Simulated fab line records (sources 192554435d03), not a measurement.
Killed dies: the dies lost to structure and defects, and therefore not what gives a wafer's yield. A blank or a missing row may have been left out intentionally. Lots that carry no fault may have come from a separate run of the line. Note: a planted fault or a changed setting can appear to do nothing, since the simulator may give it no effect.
Matching of chambers ; flow n5 finfet ; rie diel-06 running N5_MOL_CONTACT_COAG_ETCH_65: 4 sister chambers
The step etches underlayer in N2/H2, target depth 13 nm, time 10.4 s. 4 wafers are shown with their chamber, then 11 later ones without.

== EACH WAFER AND ITS CHAMBER ==
wafer;chamber;showerhead plenum p Torr (Torr)
L083.6;1;2.53
L086.1;0;2.70
L086.6;3;2.41
L088.1;2;2.49

== WAFERS WITH NO CHAMBER GIVEN ==
wafer;showerhead plenum p Torr (Torr)
L088.3;2.41
L088.5;2.41
L089.3;2.49
L089.5;2.70
L089.6;2.41
L092.1;2.70
L092.2;2.52
L092.6;2.48
L096.1;2.48
L096.5;2.40
L096.6;2.48

== EACH ONE'S CHAMBER ==
wafer;from the rows above;in truth
L088.3;3;3
L088.5;3;3
L089.3;2;2
L089.5;0;0
L089.6;3;3
L092.1;0;0
L092.2;1;1
L092.6;2;2
L096.1;2;2
L096.5;3;3
L096.6;2;2
Placed correctly: 11 of 11. From these rows, 0 cannot be placed. 0 placed wrongly.
How it was worked out, from the rows above alone: a wafer's distance from a chamber is the root of the sum, over the readings, of the square of ((its reading less the chamber's mean) divided by the reading's scatter). If the next closest chamber is less than 2 further off than the closest, the wafer can't be placed; otherwise it belongs to the closest. Each chamber's mean is taken over the wafers shown for it. The scatter (one wafer shown for each chamber): square how far every hidden wafer sits from the nearest shown wafer, average those squares and take the square root.
